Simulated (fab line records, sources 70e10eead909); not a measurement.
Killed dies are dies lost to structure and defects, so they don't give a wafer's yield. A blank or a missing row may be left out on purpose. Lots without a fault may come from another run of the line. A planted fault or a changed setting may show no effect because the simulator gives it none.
fab line records | flow nand_harc
record lots=12 wafers=36 last_day=33
route steps=1302 shown A_ONON_D2@561 A_CHANNEL_HOLE_D2@579
lots that met no fault: from a run of the same line without faults
start_h: hours from the record's first day to the start of the lot's first wafer shown | wait_h: hours since the lot's step before | " the same as in the row above | L1.1+2: a row that stands for several wafers | - no value, or no start given | * or withheld: withheld | < > ~ a bound
route shown NAME@n: a module of which the file shows steps, and the number in the route of the first | usual: mean/standard deviation of fault-free wafers | same: alike in all rows | chamber/n: place in a boat | sites: the reading at each site | _std_site: their standard deviation | _edge_site: outer sites' mean less inner sites' | radius_mm: how far each site lies from the wafer's centre | mask NAME#n: copy n | behind: the tool/chamber that last shaped the wafer | hold: why the lot was held/for how many hours/how that ended | device: the transistor (n, p or np) that didn't switch | end of line: the same wafers' tests at the end of the route | a step without rows: its recipe alone | killed: dies lost to structure and defects at the first sort, not the wafer's yield | map: a wafer's dies, x killed, . not, _ none there
set.NAME: the setting as run; set.NAME@STEP: as run at that earlier step | model.NAME: the simulator's own value behind a step, which no gauge read
steps of the route over a sample of lots; a table a step, a row a wafer
services: from which hour (start_h, from the record's first day; less than 0 if before it) a tool's chamber was out of use, for how many hours, and why
## steps
# step NHARC_A_ONON_D2_THK_MEAS_24
# recipe thk_meas_gauge=ellipsometry
# usual thk_nm=998/9.2
# columns lot.wafer tool chamber start_h wait_h thk_nm
L133.1 film_metro-02 - 277.54 - 994
L133.2 " - " " 991
L133.3 " - " " 993
L134.2 film_metro-02 - 300.62 - 987
L134.3 " - " " 991
L134.6 " - " " 987
L137.3 film_metro-02 - 316.15 - 991
L137.5 " - " " 994
L137.6 " - " " 992
L136.3 film_metro-01 - 324.04 - 989
L136.4 " - " " 987
L136.5 " - " " 988
L138.1 film_metro-02 - 324.05 - 994
L138.5 " - " " 993
L138.6 " - " " 994
L143.1 film_metro-01 - 372.39 - 991
L143.2 " - " " 989
L143.6 " - " " 990
L141.2 film_metro-02 - 372.42 - 1006
L141.3 " - " " 1005
L141.5 " - " " 1006
L142.1 film_metro-01 - 376.53 - 1012
L142.2 " - " " 1012
L142.4 " - " " 1010
L145.1 film_metro-02 - 392.76 - 1018
L145.4 " - " " 1016
L145.5 " - " " 1017
L149.3 film_metro-02 - 448.54 - 993
L149.4 " - " " 994
L149.5 " - " " 993
L153.1 film_metro-01 - 492.67 - 1012
L153.3 " - " " 1011
L153.4 " - " " 1011
L155.4 film_metro-02 - 512.86 - 988
L155.5 " - " " 987
L155.6 " - " " 988
# step NHARC_A_CHANNEL_HOLE_D2_EXPOSE_07
# recipe na=1.35 target_cd_nm=100 sigma_outer=0.3 dose_mj=59.65 mask_id=HOLE_D2
# usual exposure_dose_mJ_cm2=59.63/0.13
# columns lot.wafer tool chamber start_h wait_h mask exposure_dose_mJ_cm2
L133.1 arfi_scanner-02 0 281.82 - HOLE_D2#0 59.60
L133.2 " 0 " " HOLE_D2#0 59.64
L133.3 " 0 " " HOLE_D2#0 59.66
L134.2 arfi_scanner-03 0 307.48 - HOLE_D2#0 59.56
L134.3 " 0 " " HOLE_D2#0 59.55
L134.6 " 0 " " HOLE_D2#0 59.57
L137.3 arfi_scanner-01 0 323.13 - HOLE_D2#0 59.58
L137.5 " 0 " " HOLE_D2#0 59.61
L137.6 " 0 " " HOLE_D2#0 59.57
L136.3 arfi_scanner-01 0 330.92 - HOLE_D2#0 59.71
L136.4 " 0 " " HOLE_D2#0 59.61
L136.5 " 0 " " HOLE_D2#0 59.64
L138.1 arfi_scanner-03 0 331.35 - HOLE_D2#0 59.63
L138.5 " 0 " " HOLE_D2#0 59.60
L138.6 " 0 " " HOLE_D2#0 59.63
L143.1 arfi_scanner-02 0 377.07 - HOLE_D2#0 59.59
L143.2 " 0 " " HOLE_D2#0 59.59
L143.6 " 0 " " HOLE_D2#0 59.63
L141.2 arfi_scanner-03 0 377.64 - HOLE_D2#0 59.61
L141.3 " 0 " " HOLE_D2#0 59.52
L141.5 " 0 " " HOLE_D2#0 59.61
L142.1 arfi_scanner-01 0 384.51 - HOLE_D2#0 59.61
L142.2 " 0 " " HOLE_D2#0 59.56
L142.4 " 0 " " HOLE_D2#0 59.59
L145.1 arfi_scanner-01 0 396.90 - HOLE_D2#0 59.58
L145.4 " 0 " " HOLE_D2#0 59.59
L145.5 " 0 " " HOLE_D2#0 59.53
L149.3 arfi_scanner-02 0 452.79 - HOLE_D2#0 58.06
L149.4 " 0 " " HOLE_D2#0 57.95
L149.5 " 0 " " HOLE_D2#0 57.93
L153.1 arfi_scanner-02 0 496.89 - HOLE_D2#0 58.41
L153.3 " 0 " " HOLE_D2#0 58.33
L153.4 " 0 " " HOLE_D2#0 58.40
L155.4 arfi_scanner-01 0 517.09 - HOLE_D2#0 59.52
L155.5 " 0 " " HOLE_D2#0 59.46
L155.6 " 0 " " HOLE_D2#0 59.52
# step NHARC_A_CHANNEL_HOLE_D2_CD_MEAS_10
# recipe target_cd_nm=100 landing_energy_ev=500
# usual cd_nm=100.1/0.41
# same landing_energy_ev=500
# columns lot.wafer tool chamber start_h wait_h cd_nm
L133.1 cd_sem-02 0 281.96 - 100.1
L133.2 " 0 " " 99.4
L133.3 " 0 " " 99.5
L134.2 cd_sem-02 0 307.62 - 100.6
L134.3 " 0 " " 100.5
L134.6 " 0 " " 100.2
L137.3 cd_sem-01 0 323.27 - 99.6
L137.5 " 0 " " 99.7
L137.6 " 0 " " 99.8
L136.3 cd_sem-02 0 331.06 - 100.0
L136.4 " 0 " " 100.4
L136.5 " 0 " " 100.4
L138.1 cd_sem-03 0 331.49 - 100.4
L138.5 " 0 " " 100.0
L138.6 " 0 " " 99.7
L143.1 cd_sem-01 0 377.21 - 100.1
L143.2 " 0 " " 99.6
L143.6 " 0 " " 99.4
L141.2 cd_sem-02 0 377.78 - 100.1
L141.3 " 0 " " 100.4
L141.5 " 0 " " 99.7
L142.1 cd_sem-02 0 384.65 - 100.2
L142.2 " 0 " " 100.2
L142.4 " 0 " " 99.6
L145.1 cd_sem-03 0 397.04 - 99.6
L145.4 " 0 " " 99.7
L145.5 " 0 " " 99.4
L149.3 cd_sem-03 0 452.93 - 99.1
L149.4 " 0 " " 98.7
L149.5 " 0 " " 98.7
L153.1 cd_sem-03 0 497.03 - 98.9
L153.3 " 0 " " 98.8
L153.4 " 0 " " 99.4
L155.4 cd_sem-01 0 517.22 - 99.7
L155.5 " 0 " " 100.1
L155.6 " 0 " " 99.8
# step NHARC_A_CHANNEL_HOLE_D2_DESCUM_15
# recipe time_s=3 o2_flow_sccm=200 ar_flow_sccm=0 bias_power_w=0 chemistry=O2
# usual drypump_motor_current_A=5.8/0.32 oes_product_au=0.998/0.0075 rf_vpp_V=57.8/0.93 showerhead_plenum_p_Torr=1.94/0.061 throttle_valve_pct=11.313/0.009
# columns lot.wafer tool chamber start_h wait_h drypump_motor_current_A oes_product_au rf_hours_counter_h rf_vpp_V showerhead_plenum_p_Torr throttle_valve_pct
L133.2 rie_diel-06 2 282.14 0.1 5.9 0.991 7.3 60.1 1.92 11.319
L133.1 " 3 " " 6.0 0.989 7.2 58.8 1.92 11.330
L133.3 " 0 " " 5.7 1.002 8.0 58.2 2.01 11.320
L134.3 rie_diel-07 2 307.80 0.1 5.7 0.997 0.0 58.9 2.04 11.326
L134.2 " 1 " " 6.5 0.997 0.0 59.5 1.85 11.315
L134.6 " 2 " " 5.7 0.991 - 56.8 2.04 11.320
L137.3 rie_diel-07 3 323.46 0.1 5.4 1.006 0.7 57.6 1.94 11.320
L137.5 " 1 " " 6.5 1.001 - 57.5 1.85 11.292
L137.6 " 2 " " 5.7 0.999 - 59.4 2.04 11.318
L136.3 rie_diel-06 0 331.24 0.1 5.7 0.994 0.3 58.4 2.01 11.285
L136.4 " 2 " " 5.9 0.986 0.7 56.8 1.92 11.307
L136.5 " 1 " " 5.9 0.991 - 59.3 2.00 11.299
L138.1 rie_diel-07 2 331.68 0.1 5.7 1.004 2.6 57.7 2.04 11.325
L138.6 " 1 " " 6.4 0.989 - 57.0 1.85 11.315
L138.5 " 2 " " 5.7 1.003 - 58.8 2.04 11.311
L143.1 rie_diel-01 3 377.40 0.1 6.3 1.008 9.1 58.5 1.97 11.306
L143.2 " 2 " " 5.4 1.006 8.2 56.6 1.89 11.317
L143.6 " 0 " " 5.5 0.999 - 57.2 1.94 11.304
L141.3 rie_diel-06 2 377.96 0.1 5.9 1.000 3.0 56.6 1.92 11.305
L141.2 " 0 " " 5.8 0.998 2.9 58.8 2.01 11.306
L141.5 " 3 " " 6.0 0.995 - 59.0 1.92 11.318
L142.4 rie_diel-06 3 384.83 0.1 5.9 0.991 3.7 56.7 1.92 11.326
L142.2 " 1 " " 5.9 0.992 3.8 57.5 2.00 11.299
L142.1 " 2 " " 5.9 1.004 3.7 57.6 1.92 11.314
L145.1 rie_diel-07 2 397.22 0.1 5.7 1.003 6.8 57.3 2.04 11.324
L145.4 " 1 " " 6.4 0.989 8.1 58.7 1.85 11.317
L145.5 " 2 " " 5.7 1.013 - 57.4 2.04 11.308
L149.3 rie_diel-01 1 453.11 0.1 6.0 0.994 3.8 59.3 1.93 11.316
L149.4 " 2 " " 5.4 0.996 2.5 57.3 1.89 11.325
L149.5 " 2 " " 5.4 0.993 - 58.2 1.89 11.309
L153.4 rie_diel-07 0 497.22 0.1 5.4 0.993 1.8 56.7 1.83 11.316
L153.1 " 2 " " 5.7 1.009 1.5 57.6 2.04 11.302
L153.3 " 3 " " 5.4 1.007 1.5 58.6 1.94 11.321
L155.4 rie_diel-01 2 517.41 0.1 5.4 0.994 7.2 56.9 1.89 11.316
L155.5 " 1 " " 6.0 0.990 - 57.2 1.93 11.320
L155.6 " 2 " " 5.4 0.996 - 58.4 1.89 11.319
# step NHARC_A_CHANNEL_HOLE_D2_ETCH_19
# recipe bias_v=1200 source_w=2500 pressure_mtorr=15 time_s=34.5 ar_flow_sccm=375 c4f8_flow_sccm=28.8 o2_flow_sccm=96.2 temp_c=-20 target_depth_a=* chemistry=C4F8/O2/Ar
# usual drypump_motor_current_A=5.5/0.45 showerhead_plenum_p_Torr=3.74/0.15 throttle_valve_pct=37.037/0.0088
# columns lot.wafer tool chamber start_h wait_h drypump_motor_current_A rf_hours_counter_h showerhead_plenum_p_Torr throttle_valve_pct
L133.1 har_etch-02 1 283.32 0.1 6.1 359 3.65 37.028
L133.2 " 0 " " 5.0 359 3.61 37.044
L133.3 " 0 " " 4.9 - 3.61 37.054
L134.2 har_etch-01 1 309.21 0.1 5.2 146 3.74 37.031
L134.3 " 0 " " 5.6 - 3.67 37.032
L134.6 " 1 " " 5.2 - 3.74 37.042
L137.3 har_etch-02 0 324.66 0.1 5.0 - 3.60 37.039
L137.5 " 0 " " 5.0 - 3.60 37.047
L137.6 " 1 " " 6.2 - 3.64 37.029
L136.4 har_etch-01 1 334.95 2.6 5.2 - 3.73 37.033
L136.3 " 0 " " 5.7 - 3.66 37.036
L136.5 " 0 " " 5.6 - 3.66 37.024
L138.1 har_etch-02 0 336.77 4.0 5.0 389 3.60 37.032
L138.5 " 1 " " 6.1 - 3.63 37.021
L138.6 " 0 " " 4.9 - 3.60 37.031
L143.2 har_etch-01 1 378.58 0.1 5.2 187 3.72 37.029
L143.1 " 0 " " 5.7 187 3.65 37.035
L143.6 " 0 " " 5.7 - 3.65 37.042
L141.2 har_etch-01 1 382.76 3.7 5.2 191 3.71 37.035
L141.3 " 0 " " 5.6 - 3.65 37.037
L141.5 " 1 " " 5.2 - 3.71 37.051
L142.2 har_etch-02 0 394.50 8.6 4.9 0 3.99 37.043
L142.1 " 1 " " 6.1 0 3.99 37.040
L142.4 " 1 " " 6.1 - 3.99 37.026
L145.1 har_etch-01 0 399.31 1.0 5.6 206 3.64 37.048
L145.4 " 0 " " 5.7 - 3.64 37.044
L145.5 " 0 " " 5.7 - 3.64 37.025
L149.4 har_etch-01 1 454.33 0.1 5.2 - 3.69 37.039
L149.3 " 0 " " 5.7 - 3.62 37.040
L149.5 " 0 " " 5.6 - 3.62 37.034
L153.1 har_etch-01 1 498.41 0.1 5.2 264 3.67 37.031
L153.3 " 0 " " 5.6 - 3.61 37.041
L153.4 " 1 " " 5.2 - 3.67 37.048
L155.4 har_etch-01 1 518.62 0.1 5.2 - 3.67 37.047
L155.6 " 1 " " 5.2 - 3.67 37.046
L155.5 " 0 " " 5.6 - 3.60 37.049
## services
# columns tool chamber start_h hours kind
rie_diel-07 0 269.96 5.8 repair
rie_diel-07 3 278.54 36.4 repair
arfi_scanner-02 - 284.68 1.4 repair
arfi_scanner-02 - 287.94 79.3 repair
rie_diel-07 - 294.20 9.0 pm
rie_diel-06 - 307.23 9.0 pm
rie_diel-01 1 308.31 2.6 repair
rie_diel-01 0 321.32 18.6 repair
rie_diel-06 - 337.70 0.9 repair
rie_diel-06 2 343.02 4.8 repair
rie_diel-07 3 346.56 9.8 repair
arfi_scanner-01 - 358.65 1.0 repair
arfi_scanner-02 - 367.26 4.0 pm
har_etch-02 - 377.50 17.0 pm
arfi_scanner-01 - 411.97 0.9 repair
arfi_scanner-02 - 419.83 4.1 repair
arfi_scanner-01 - 424.00 4.0 pm
rie_diel-07 3 426.51 13.0 repair
rie_diel-07 - 471.20 9.0 pm
rie_diel-06 - 484.23 9.0 pm
arfi_scanner-01 - 485.66 4.9 repair
arfi_scanner-02 - 488.72 0.4 repair
arfi_scanner-02 - 493.16 3.3 repair
arfi_scanner-01 - 512.98 1.7 repair
## key
first_sign step=NHARC_A_CHANNEL_HOLE_D2_EXPOSE_07 reading=exposure_dose_mJ_cm2 direction=down sigmas=12 usual=59.63 struck=58.18
effect step=NHARC_A_CHANNEL_HOLE_D2_CD_MEAS_10 reading=cd_nm direction=down sigmas=2.8 usual=100.1 struck=98.9 through=control_loop
met_at NHARC_A_CHANNEL_HOLE_D2_EXPOSE_07
struck_lots L149,L153
tester_left_out L149,L153
loop_trim step=NHARC_A_CHANNEL_HOLE_D2_EXPOSE_07 setting=dose lots=L153
not_acting_at NHARC_A_ONON_D2_THK_MEAS_24,NHARC_A_CHANNEL_HOLE_D2_DESCUM_15,NHARC_A_CHANNEL_HOLE_D2_ETCH_19
onset_between 377.07 452.79
fault kind=process_parameter_drift tool=arfi_scanner-02 chamber=- onset_h=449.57 steps=NHARC_A_CHANNEL_HOLE_D2_EXPOSE_07 channel=dose_mj offset=-1.5703 shape=step acts_in=these_recipes_only stated=59.65
# tester_left_out: of these lots the tester's yield and bins aren't shown, on N5 and GAA mostly nor the transistor test; their killed dies are dies lost to structure and defects alone, not to doping, threshold or leakage, so they don't give the yield
# loop_trim: a control loop set the setting to another value than it would have without faults
